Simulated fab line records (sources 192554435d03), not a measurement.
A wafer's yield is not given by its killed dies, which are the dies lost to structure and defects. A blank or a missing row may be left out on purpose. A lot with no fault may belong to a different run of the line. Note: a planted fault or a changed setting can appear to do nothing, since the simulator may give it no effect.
Lot-split experiment / flow n5-finfet / 39 wafers read from 7 lots, route of 1938 steps

## THE SPLIT
At N5_BEOL_M11_PECVD_70 (deposits SiO2 from TEOS/O2, target thk 20 nm, time 22.7 s), the setting time-s was moved away from the recipe's 22.7 s on 18 of the 39 wafers read, by -53.5% to +58.2%. For the rest of the wafers, this setting stayed at what the recipe calls for.

## FROM THE SPLIT TO THE READING: what the file shows between them, 4 steps
- N5_BEOL_M11_HM_DEP_02: deposits TiN, target thk 20 nm
- N5_BEOL_M11_COAT_59: time 60 s, resist thk 100 nm
- N5_BEOL_M11_ECD_50: material Cu, target thk 318 nm
- N5_BEOL_M11_ANNEAL_51: time 90 s

## THE READING
barrier-field-endpoint-s, in s, at N5_BEOL_M11_CMP_52 (polishes, stops on SiCOH lowk, t overpolish 7 s, target thk 140 nm). Fault-free wafers of this fab line usually give 29.0 s, standard deviation 0.75 s.

wafer=L074.4; tool, chamber at the split=pecvd-03, 2; time-s as run, s=22.7; against the recipe=recipe; barrier-field-endpoint-s, s=28.1; against lot-mates on the recipe=-
wafer=L074.2; tool, chamber at the split=pecvd-03, 0; time-s as run, s=10.55; against the recipe=-53.5%; barrier-field-endpoint-s, s=15.8; against lot-mates on the recipe=-12.3
wafer=L074.3; tool, chamber at the split=pecvd-03, 1; time-s as run, s=10.55; against the recipe=-53.5%; barrier-field-endpoint-s, s=15.3; against lot-mates on the recipe=-12.8
wafer=L074.1; tool, chamber at the split=pecvd-03, 2; time-s as run, s=22.7; against the recipe=recipe; barrier-field-endpoint-s, s=27.7; against lot-mates on the recipe=-
wafer=L074.6; tool, chamber at the split=pecvd-03, 1; time-s as run, s=10.55; against the recipe=-53.5%; barrier-field-endpoint-s, s=16.1; against lot-mates on the recipe=-12.0
wafer=L074.5; tool, chamber at the split=pecvd-03, 0; time-s as run, s=22.7; against the recipe=recipe; barrier-field-endpoint-s, s=28.5; against lot-mates on the recipe=-
wafer=L077.1; tool, chamber at the split=pecvd-01, 1; time-s as run, s=14.63; against the recipe=-35.6%; barrier-field-endpoint-s, s=20.9; against lot-mates on the recipe=-9.0
wafer=L077.2; tool, chamber at the split=pecvd-01, 0,1; time-s as run, s=14.63; against the recipe=-35.6%; barrier-field-endpoint-s, s=21.3; against lot-mates on the recipe=-8.6
wafer=L077.3; tool, chamber at the split=pecvd-01, 0; time-s as run, s=22.7; against the recipe=recipe; barrier-field-endpoint-s, s=30.1; against lot-mates on the recipe=-
wafer=L077.4; tool, chamber at the split=pecvd-01, 0,1; time-s as run, s=14.63; against the recipe=-35.6%; barrier-field-endpoint-s, s=21.3; against lot-mates on the recipe=-8.6
wafer=L077.5; tool, chamber at the split=pecvd-01, 1; time-s as run, s=22.7; against the recipe=recipe; barrier-field-endpoint-s, s=29.4; against lot-mates on the recipe=-
wafer=L077.6; tool, chamber at the split=pecvd-01, 0; time-s as run, s=22.7; against the recipe=recipe; barrier-field-endpoint-s, s=30.2; against lot-mates on the recipe=-
wafer=L079.4; tool, chamber at the split=pecvd-04, 2; time-s as run, s=22.7; against the recipe=recipe; barrier-field-endpoint-s, s=30.3; against lot-mates on the recipe=-
wafer=L079.2; tool, chamber at the split=pecvd-04, 1; time-s as run, s=22.7; against the recipe=recipe; barrier-field-endpoint-s, s=30.3; against lot-mates on the recipe=-
wafer=L079.5; tool, chamber at the split=pecvd-04, 1; time-s as run, s=22.7; against the recipe=recipe; barrier-field-endpoint-s, s=30.1; against lot-mates on the recipe=-
wafer=L075.3; tool, chamber at the split=pecvd-01, 0,1; time-s as run, s=35.91; against the recipe=+58.2%; barrier-field-endpoint-s, s=43.1; against lot-mates on the recipe=+13.9
wafer=L075.1; tool, chamber at the split=pecvd-01, 0; time-s as run, s=22.7; against the recipe=recipe; barrier-field-endpoint-s, s=28.7; against lot-mates on the recipe=-
wafer=L075.2; tool, chamber at the split=pecvd-01, 1; time-s as run, s=22.7; against the recipe=recipe; barrier-field-endpoint-s, s=29.4; against lot-mates on the recipe=-
wafer=L075.4; tool, chamber at the split=pecvd-01, 0,1; time-s as run, s=35.91; against the recipe=+58.2%; barrier-field-endpoint-s, s=42.2; against lot-mates on the recipe=+13.0
wafer=L075.5; tool, chamber at the split=pecvd-01, 1; time-s as run, s=22.7; against the recipe=recipe; barrier-field-endpoint-s, s=29.4; against lot-mates on the recipe=-
wafer=L075.6; tool, chamber at the split=pecvd-01, 0; time-s as run, s=35.91; against the recipe=+58.2%; barrier-field-endpoint-s, s=42.9; against lot-mates on the recipe=+13.7
wafer=L081.3; tool, chamber at the split=pecvd-03, 2; time-s as run, s=22.7; against the recipe=recipe; barrier-field-endpoint-s, s=28.1; against lot-mates on the recipe=-
wafer=L081.1; tool, chamber at the split=pecvd-03, 0; time-s as run, s=34.96; against the recipe=+54.0%; barrier-field-endpoint-s, s=41.8; against lot-mates on the recipe=+13.1
wafer=L081.4; tool, chamber at the split=pecvd-03, 1; time-s as run, s=22.7; against the recipe=recipe; barrier-field-endpoint-s, s=29.3; against lot-mates on the recipe=-
wafer=L081.2; tool, chamber at the split=pecvd-03, 1,0; time-s as run, s=34.96; against the recipe=+54.0%; barrier-field-endpoint-s, s=42.1; against lot-mates on the recipe=+13.4
wafer=L081.5; tool, chamber at the split=pecvd-03, 2; time-s as run, s=22.7; against the recipe=recipe; barrier-field-endpoint-s, s=28.7; against lot-mates on the recipe=-
wafer=L081.6; tool, chamber at the split=pecvd-03, 1,0; time-s as run, s=34.96; against the recipe=+54.0%; barrier-field-endpoint-s, s=42.2; against lot-mates on the recipe=+13.5
wafer=L087.1; tool, chamber at the split=pecvd-03, 0; time-s as run, s=35.49; against the recipe=+56.3%; barrier-field-endpoint-s, s=41.3; against lot-mates on the recipe=+12.3
wafer=L087.2; tool, chamber at the split=pecvd-03, 2; time-s as run, s=22.7; against the recipe=recipe; barrier-field-endpoint-s, s=28.8; against lot-mates on the recipe=-
wafer=L087.4; tool, chamber at the split=pecvd-03, 1; time-s as run, s=22.7; against the recipe=recipe; barrier-field-endpoint-s, s=29.2; against lot-mates on the recipe=-
wafer=L087.3; tool, chamber at the split=pecvd-03, 1; time-s as run, s=22.7; against the recipe=recipe; barrier-field-endpoint-s, s=28.9; against lot-mates on the recipe=-
wafer=L087.5; tool, chamber at the split=pecvd-03, 0; time-s as run, s=35.49; against the recipe=+56.3%; barrier-field-endpoint-s, s=42.1; against lot-mates on the recipe=+13.1
wafer=L087.6; tool, chamber at the split=pecvd-03, 2; time-s as run, s=35.49; against the recipe=+56.3%; barrier-field-endpoint-s, s=42.2; against lot-mates on the recipe=+13.2
wafer=L089.2; tool, chamber at the split=pecvd-03, 1,2; time-s as run, s=14.23; against the recipe=-37.3%; barrier-field-endpoint-s, s=21.2; against lot-mates on the recipe=-8.5
wafer=L089.3; tool, chamber at the split=pecvd-03, 1,2; time-s as run, s=14.23; against the recipe=-37.3%; barrier-field-endpoint-s, s=20.3; against lot-mates on the recipe=-9.4
wafer=L089.4; tool, chamber at the split=pecvd-03, 1; time-s as run, s=22.7; against the recipe=recipe; barrier-field-endpoint-s, s=29.9; against lot-mates on the recipe=-
wafer=L089.1; tool, chamber at the split=pecvd-03, 0; time-s as run, s=22.7; against the recipe=recipe; barrier-field-endpoint-s, s=29.2; against lot-mates on the recipe=-
wafer=L089.6; tool, chamber at the split=pecvd-03, 2; time-s as run, s=14.23; against the recipe=-37.3%; barrier-field-endpoint-s, s=20.7; against lot-mates on the recipe=-9.0
wafer=L089.5; tool, chamber at the split=pecvd-03, 0; time-s as run, s=22.7; against the recipe=recipe; barrier-field-endpoint-s, s=29.9; against lot-mates on the recipe=-
The file does not say which wafer passed through which chamber wherever a row lists several chambers: such a row stands for several wafers.

THE FIT
A straight line over all 39 wafers: barrier-field-endpoint-s changes by +0.235 s for each +1% of time-s; r = +1.00; the points scatter about the line by 0.7 s.
The same after taking each lot's own level away (the mean of its wafers on the recipe; 39 wafers): +0.236 s for each +1%; r = +1.00; scatter 0.41 s.
On that fit, the largest move of time-s shifts the reading by 14 s.
The lots' own levels span 28.10 to 30.23 s, that is 2.8 times the standard deviation above.
Consequently the slope shifts little with the lot-to-lot level, the two slopes agreeing.
Check: with one of the wafers moved furthest among these (+58.2%) left out of the fit, the line predicts +13.7 s for it against its lot-mates. It came out at +13.9 s against them.

## OTHER SPLITS ON THESE WAFERS
Note: prior to the reading, these wafers also went through further splits. Each is held against what the fit with the lots' levels taken away leaves over:
other split on the same wafers=N5_BEOL_M5_ILD_DEP_00 time-s; wafers away from the commonest value=12; r with barrier-field-endpoint-s (lot level and that fit taken away)=-0.11
other split on the same wafers=N5_BEOL_M7_ILD_DEP_00 target-thk-a; wafers away from the commonest value=15; r with barrier-field-endpoint-s (lot level and that fit taken away)=-0.03

## THE WHOLE CHAIN: every reading that the file lists as answering this split, in the file's order
step=N5_BEOL_M11_PECVD_70; what it does=deposits SiO2 from TEOS/O2, target thk 20 nm, time 22.7 s; reading=SiO2_of_BEOL_M11_PECVD_70.thk-nm (the simulator's own value, which no gauge read); change (the file's fit)=+0.194 nm for each +1% of the setting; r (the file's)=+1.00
step=N5_BEOL_M11_CMP_52; what it does=polishes, stops on SiCOH lowk, t overpolish 7 s, target thk 140 nm; reading=barrier-field-endpoint-s; change (the file's fit)=+0.236 s for each +1% of the setting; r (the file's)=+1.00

## THE FILE'S OWN FIT
barrier-field-endpoint-s changes by +0.236 s for each +1% of time-s, r = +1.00.
